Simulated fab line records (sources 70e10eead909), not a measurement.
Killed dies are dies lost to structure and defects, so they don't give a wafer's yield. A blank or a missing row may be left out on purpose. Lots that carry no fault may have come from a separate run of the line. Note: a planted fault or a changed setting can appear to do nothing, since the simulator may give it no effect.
Matching of chambers | flow nand harc | NHARC_A_STAIRCASE_DESCUM_291 on rie diel-12 has 4 sister chambers
The step chemistry O2, time 3 s. 8 wafers are shown with their chamber, then 10 later ones without.

## EACH WAFER AND ITS CHAMBER
wafer  | chamber | drypump motor current A (A) | showerhead plenum p Torr (Torr)
L080.1 | 0       | 5.7                         | 1.90
L080.5 | 2       | 6.2                         | 2.01
L083.5 | 2       | 6.3                         | 2.01
L085.3 | 3       | 6.0                         | 1.96
L085.4 | 1       | 5.9                         | 1.97
L085.6 | 0       | 5.7                         | 1.89
L089.1 | 3       | 6.0                         | 1.96
L089.2 | 1       | 5.9                         | 1.97

## WAFERS MISSING THEIR CHAMBER
wafer  | drypump motor current A (A) | showerhead plenum p Torr (Torr)
L089.5 | 6.2                         | 2.01
L092.2 | 6.0                         | 1.96
L092.3 | 5.7                         | 1.89
L092.5 | 5.7                         | 1.89
L095.1 | 5.7                         | 1.89
L095.2 | 5.9                         | 1.96
L095.4 | 6.0                         | 1.96
L093.4 | 6.2                         | 2.01
L093.5 | 6.2                         | 2.01
L093.6 | 6.0                         | 1.96

## WHICH CHAMBER EACH ONE RAN IN
wafer  | from the rows above     | in truth
L089.5 | 2                       | 2
L092.2 | 3                       | 3
L092.3 | 0                       | 0
L092.5 | 0                       | 0
L095.1 | 0                       | 0
L095.2 | can't be placed: 1 or 3 | 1
L095.4 | 3                       | 3
L093.4 | 2                       | 2
L093.5 | 2                       | 2
L093.6 | 3                       | 3
Correctly placed: 9 of 10. These rows do not allow placing 1 (true chamber among the candidates in 1). 0 placed wrongly.
How it was worked out, from the rows above alone: a wafer's distance from a chamber is the root of the sum, over the readings, of the square of ((its reading less the chamber's mean) divided by the reading's scatter). If the next closest chamber is less than 2 further off than the closest, the wafer can't be placed; otherwise it belongs to the closest. A chamber's mean is the mean of its shown wafers. The scatter is the square root of a quotient: the sum, over the shown wafers, of each reading's squared deviation from its chamber's mean, divided by wafers minus chambers.
